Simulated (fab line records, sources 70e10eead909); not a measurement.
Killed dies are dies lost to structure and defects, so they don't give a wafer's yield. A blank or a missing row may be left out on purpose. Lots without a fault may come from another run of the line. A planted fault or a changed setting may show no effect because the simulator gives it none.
Which tool did it? | flow nand_harc | 6 lots, 18 wafers sampled, at 2 steps of a route of 1302

WHAT THE GAUGES READ, wafer by wafer
NHARC_P_ZERO_WELL_CD_MEAS_24: target cd 720 nm.
lot  | measured     | on        | cd_nm (nm)
L146 | day 3 04:42  | cd_sem-02 | 651.4 651.2 652.5
L156 | day 7 08:29  | cd_sem-02 | 719.9 719.6 721.1
L158 | day 8 04:57  | cd_sem-01 | 717.9 720.2 719.0
L161 | day 9 10:37  | cd_sem-03 | 717.8 717.8 720.1
L163 | day 10 10:52 | cd_sem-02 | 722.3 722.2 718.9
L166 | day 11 12:35 | cd_sem-03 | 721.5 720.2 718.9

WHICH TOOL RAN EACH LOT (tool, then ch and the chambers of the sampled wafers, then the start)
lot  | NHARC_P_ZERO_WELL_EXPOSE_21
L146 | krf_scanner-04 ch 0, day 3 04:33
L156 | krf_scanner-04 ch 0, day 7 08:20
L158 | krf_scanner-01 ch 0, day 8 04:47
L161 | krf_scanner-02 ch 0, day 9 10:28
L163 | krf_scanner-02 ch 0, day 10 10:43
L166 | krf_scanner-02 ch 0, day 11 12:26
- NHARC_P_ZERO_WELL_EXPOSE_21: exposes mask P NWELL, target cd 720 nm.

THE ANSWER, worked out from the rows above alone
Rule: what is usual is taken from the lots themselves. Put in order of their means at a reading, lots are off if they are a third of the lots or fewer, leave a main group of 4 or more, and stand apart from it by a gap of 3 or more times the standard deviation of the main group's means; of several such gaps the widest counts. A main group whose means are all the same, to the digits that the tables above print for the reading, isn't used. A lot without any number at a reading at which 4 lots or more have one is off too. The other lots that the step has rows for count as sound.
Off: L146, at NHARC_P_ZERO_WELL_CD_MEAS_24 (cd_nm). The main group: mean 719.8 nm, standard deviation 0.92.
A tool fits if, at a process step before that reading, it ran every lot that is off, and no sound lot after the first of them. The gauges at NHARC_P_ZERO_WELL_CD_MEAS_24 are tried like those tools. None of those tried fits.

WHAT THE SIMULATOR HAD PUT IN
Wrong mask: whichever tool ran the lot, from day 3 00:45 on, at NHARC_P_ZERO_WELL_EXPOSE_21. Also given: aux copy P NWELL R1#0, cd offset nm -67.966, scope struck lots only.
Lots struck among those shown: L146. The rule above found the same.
